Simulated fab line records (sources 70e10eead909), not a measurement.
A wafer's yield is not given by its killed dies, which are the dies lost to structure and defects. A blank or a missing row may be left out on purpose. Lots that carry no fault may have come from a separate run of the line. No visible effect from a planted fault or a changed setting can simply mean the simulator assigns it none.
One fault through the eyes of 3 desks ; flow nand_harc ; numbers are kept per desk, each desk with only its own; the story behind them comes last

## DESK OF THE TOOL OWNER: litho_track-04
The tool's own readings at NHARC_A_M1_PEB_07 (peb time 65 s): means of the sampled wafers that have a number, for each lot that ran on this tool. Marked OUT: a lot whose mean sits more than 4 standard deviations from the usual mean, which makes it out of limits; the brackets give that distance.
Columns: A = exhaust_pa at NHARC_A_M1_PEB_07, usual 45.0 Pa; B = heater_power_total_W at NHARC_A_M1_PEB_07, usual 156.6 W; C = plate_temp_C at NHARC_A_M1_PEB_07, usual 99.99 C
lot;first seen here;A;B;C
L664;day 23 02:16;45.8;156.5;100.02
L665;day 23 03:14;45.2;156.3;100.11
L671;day 25 10:58;44.0;156.9;100.01
L681;day 29 12:23;44.5;179.6 (+53) OUT;99.93
L680;day 30 07:37;44.6;178.5 (+51) OUT;99.94
L687;day 32 12:42;45.9;156.7;100.04
Finding of this desk: L680, L681 out of limits; the first was L681 at day 29 12:23, on heater_power_total_W at NHARC_A_M1_PEB_07. L664, L665, L671, L687 stayed within limits.

## THE METROLOGY DESK
What the gauges read, lot by lot, whatever tool the lot ran on: means of the sampled wafers that have a number. Marked OUT: a lot whose mean sits more than 4 standard deviations from the usual mean, which makes it out of limits; the brackets give that distance.
Columns: A = cd_nm at NHARC_A_M1_CD_MEAS_09, usual 120.0 nm; B = cd_nm at NHARC_A_M1_CD_MEAS_16, usual 119.9 nm
lot;first seen here;A;B
L664;day 23 02:20;119.7;119.1
L665;day 23 03:19;120.0;120.6
L666;day 23 22:40;119.4;119.1
L669;day 24 14:50;119.6;120.0
L670;day 25 09:50;120.5;120.4
L671;day 25 11:03;119.9;120.1
L673;day 26 12:34;120.6;120.5
L679;day 28 21:35;119.5;119.5
L681;day 29 12:28;111.6 (-19) OUT;111.3 (-14) OUT
L680;day 30 07:41;111.3 (-19) OUT;111.8 (-13) OUT
L683;day 31 06:32;119.4;118.9
L684;day 31 07:00;120.5;121.3
L686;day 31 15:30;120.7;120.7
L687;day 32 12:47;119.9;119.9
Finding of this desk: L680, L681 out of limits; the first was L681 at day 29 12:28, on cd_nm at NHARC_A_M1_CD_MEAS_09. L664, L665, L666, L669, L670, L671, L673, L679, L683, L684, L686, L687 stayed within limits.

## THE DEFECT DESK
For each lot, the counts of the inspections along the route, averaged over the sampled wafers that have a number. Marked OUT: a lot whose mean sits more than 4 standard deviations from the usual mean, which makes it out of limits; the brackets give that distance.
Columns: A = raw_defect_count at NHARC_A_M1_INSPECT_11, usual 84
lot;first seen here;A
L664;day 23 02:28;21
L665;day 23 03:26;151
L666;day 23 22:47;72
L669;day 24 14:57;132
L670;day 25 09:57;65
L671;day 25 11:11;80
L673;day 26 12:42;133
L679;day 28 21:43;93
L681;day 29 13:46;79
L680;day 30 12:46;110
L683;day 31 06:40;89
L684;day 31 07:07;100
L686;day 31 15:38;81
L687;day 32 12:55;28
This desk found nothing out of limits on any of the 14 lots.

## PUT TOGETHER
An alarm could have come from the tool owner's desk at day 29 12:23, on L680, L681.
The metrology desk could have raised an alarm at day 29 12:28, on L680, L681.
Nothing the defect desk looked at was out of limits.
The defect desk has L680, L681 on record, within its limits.
Of the lots named, all ran NHARC_A_M1_PEB_07 on litho_track-04.

## WHAT HAD BEEN PUT IN BY THE SIMULATOR
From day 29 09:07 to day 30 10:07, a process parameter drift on litho_track-04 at NHARC_A_M1_PEB_07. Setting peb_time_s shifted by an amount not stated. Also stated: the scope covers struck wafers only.
Shown lots that were struck: L680, L681.
Fault start to first reading out of limits, in hours, per desk: tool owner, 3; metrology, 3.
